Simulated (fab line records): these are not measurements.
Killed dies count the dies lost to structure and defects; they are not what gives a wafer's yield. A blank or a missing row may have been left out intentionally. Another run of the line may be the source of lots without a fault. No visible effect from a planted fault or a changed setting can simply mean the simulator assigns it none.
A lot that was struck, set against a sound lot :: flow n5Finfet :: 16 out of 1938 route steps
Sound: the wafers L167.4, L167.5, L167.6. Struck: wafer L177.2. (L177.3, L177.4 of the same lot were not struck and are left out.) The cause comes at the end.
Order at every step that has rows: each side's tool, ch and its chambers, its first start. Under that, the readings that differ: sound wafers :: struck wafers :: difference of the means :: sigmas: that difference in standard deviations of wafers without a fault.
alike: a reading whose means differ by less than 2 such deviations, as well as words and numbers matching on both sides. not compared: withheld readings; readings where some wafer has no value; bounds like >300 that might hide an equal value; numbers whose values overlap and for which the record gives no deviation.
A row with sigmas, a row that says differs or no value, or rows on one side alone: a step with any of these is where the two part. When numbers do not overlap yet have no deviation, they are printed without sigmas and do not part them. Lack of a reading on every wafer of one side parts them only where that side has two or more wafers.

first, 4 steps without rows for these wafers: N5_SDB_SOFTBAKE_06 (time 60 s); N5_SDB_EXPOSE_08 (exposes mask SDB); N5_SDB_PEB_09 (peb time 60 s); N5_SDB_DEVELOP_10 (develop time 30 s).
N5_SDB_CD_MEAS_11 targets a cd of 50 nm.
  sound on cdSem-03 ch 0, day 3 21:40; struck on cdSem-02 ch 0, day 6 20:35
  alike: cdNm
N5_SDB_OVL_MEAS_12:
  sound on overlay-02 ch 0, day 3 21:42; struck on overlay-01 ch 0, day 6 20:37
  alike: SDB_OVL
N5_SDB_INSPECT_13: inspects for defects (brightfield).
  sound on defectInspect-01 at day 3 21:43; struck on defectInspect-02 at day 6 20:38
  alike: rawDefectCount
N5_SDB_DESCUM_16: chemistry O2, time 7.9 s.
  sound on rieDiel-05 ch 0,2,3, day 3 21:46; struck on rieDiel-05 ch 1, day 6 20:41
reading: drypumpMotorCurrentA (A)
sound: 5.9 6.1 5.9
struck: 5.0
difference: -1.0
sigmas: -2
  alike: oesProductAu, rfVppV, showerheadPlenumPTorr, throttleValvePct
  not compared: rfHoursCounterH
N5_SDB_ETCH_17: etches SiARC in CF4, target depth 23.4 nm, time 39 s.
  sound on rieDiel-05 ch 0,2,3, day 3 21:47; struck on rieDiel-05 ch 1, day 6 20:43
reading: drypumpMotorCurrentA (A)
sound: 6.0 6.1 5.9
struck: 5.0
difference: -1.0
sigmas: -2
  alike: etchRfOnTimeS, mfcArSccm, oesProductAu, rfVppV, showerheadPlenumPTorr, throttleValvePct
  not compared: rfHoursCounterH
N5_SDB_ETCH_18: etches SOC in N2/H2, target depth 100 nm, overetch 20 nm, time 150 s.
  sound on rieDiel-05 ch 0,2,3, day 3 21:50; struck on rieDiel-05 ch 1, day 6 20:45
reading: drypumpMotorCurrentA (A)
sound: 5.9 6.2 5.9
struck: 5.0
difference: -1.0
sigmas: -2
  alike: oesProductAu, rfVppV, showerheadPlenumPTorr, throttleValvePct
  not compared: rfHoursCounterH
then, 1 step without rows for these wafers: N5_SDB_STRIP_19 (strips in N2/H2).
N5_SDB_STRIP_21: strips in CF4.
  sound on rieDiel-05 ch 0,2,3, day 3 21:58; struck on rieDiel-05 ch 1, day 6 20:53
reading: drypumpMotorCurrentA (A)
sound: 6.0 6.1 5.9
struck: 5.0
difference: -1.0
sigmas: -2
  alike: oesProductAu, powerW, rfVppV, showerheadPlenumPTorr, throttleValvePct
  not compared: rfHoursCounterH
N5_SDB_HM_OPEN_20: chemistry CH3F/O2, target SiNx, stops on poly-Si, target depth 24 nm.
  sound on rieDiel-05 ch 0,2,3, day 3 21:59; struck on rieDiel-05 ch 1, day 6 20:55
reading: drypumpMotorCurrentA (A)
sound: 5.9 6.2 5.8
struck: 5.0
difference: -1.0
sigmas: -2

reading: model.SOC_of_SDB_COAT_03.thkNm (nm)
sound: 84.6 84.6 84.6
struck: 77.2
difference: -7.4
sigmas: 
  alike: O2_flow_sccm, mfcArSccm, oesProductAu, rfVppV, showerheadPlenumPTorr, throttleValvePct
  not compared: rfHoursCounterH
N5_SDB_STRIP_22: strips in N2/H2.
  sound on plasmaAsher-01 ch 0,1, day 3 22:07; struck on plasmaAsher-02 ch 1, day 6 20:59
reading: oesProductAu (a.u.)
sound: 0.715 0.718 0.712
struck: 0.705
difference: -0.010
sigmas: -2

reading: rfHoursCounterH (h)
sound: - - -
struck: 98
difference: no value on the sound wafers
sigmas: 

reading: stripTimeToEndpointS (s)
sound: 96.8 96.9 96.9
struck: 89.8
difference: -7.1
sigmas: -18
  alike: drypumpMotorCurrentA, heaterPowerW
then, 1 step without rows for these wafers: N5_SDB_PRECLEAN_23 (cleans in dHF, time 30 s).
N5_PASSIVATION_PROBE_49:
  sound wafers here have rows in the record (prober-02, day 12 14:33); struck ones have none

## WHERE THEY PART
At N5_SDB_DESCUM_16 first; at N5_PASSIVATION_PROBE_49 last (within this record only).

WHY: whatever the simulator had introduced
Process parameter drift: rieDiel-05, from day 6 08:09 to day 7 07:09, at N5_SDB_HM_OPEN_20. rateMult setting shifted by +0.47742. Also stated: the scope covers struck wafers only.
